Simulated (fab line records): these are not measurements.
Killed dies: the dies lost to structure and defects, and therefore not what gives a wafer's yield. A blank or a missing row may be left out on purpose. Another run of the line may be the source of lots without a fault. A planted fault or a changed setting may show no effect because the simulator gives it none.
Chamber matching    flow n5 finfet    N5_BEOL_M5_ETCH_75 on rie diel-01: 4 sister chambers
The step etches underlayer in N2/H2, target depth 6.5 nm, time 5.2 s. 8 wafers are shown with their chamber, then 9 later ones without.

== WAFERS, EACH WITH ITS CHAMBER ==
wafer   chamber  drypump motor current A (A)  throttle valve pct (%)
L079.4  0        5.4                          17.81
L087.2  1        5.6                          17.86
L090.3  1        5.7                          17.87
L090.5  3        6.1                          17.74
L090.6  2        5.7                          18.14
L095.4  2        5.7                          18.16
L095.5  3        6.1                          17.77
L095.6  0        5.4                          17.84

== WAFERS WITHOUT THEIR CHAMBER ==
wafer   drypump motor current A (A)  throttle valve pct (%)
L093.1  5.6                          17.90
L093.4  5.7                          18.19
L093.5  6.1                          17.76
L094.1  5.4                          17.86
L094.5  5.7                          18.17
L094.6  5.6                          17.89
L096.3  5.4                          17.86
L096.4  5.6                          17.89
L096.6  6.1                          17.79

== WHICH CHAMBER EACH ONE RAN IN ==
wafer   from the rows above  in truth
L093.1  1                    1
L093.4  2                    2
L093.5  3                    3
L094.1  0                    0
L094.5  2                    2
L094.6  1                    1
L096.3  0                    0
L096.4  1                    1
L096.6  3                    3
9 of 9 placed correctly. Number that these rows cannot place: 0. Number placed wrongly: 0.
How it was worked out, from the rows above alone: a wafer's distance from a chamber is the root of the sum, over the readings, of the square of ((its reading less the chamber's mean) divided by the reading's scatter). The wafer belongs to the nearest chamber; if the next one is less than 2 further off, it can't be placed. The mean given for a chamber averages the wafers shown for that chamber. How the scatter is found: for the shown wafers, subtract from each reading the mean of its chamber, square and add these, divide the total by (wafers less chambers), then take the root.
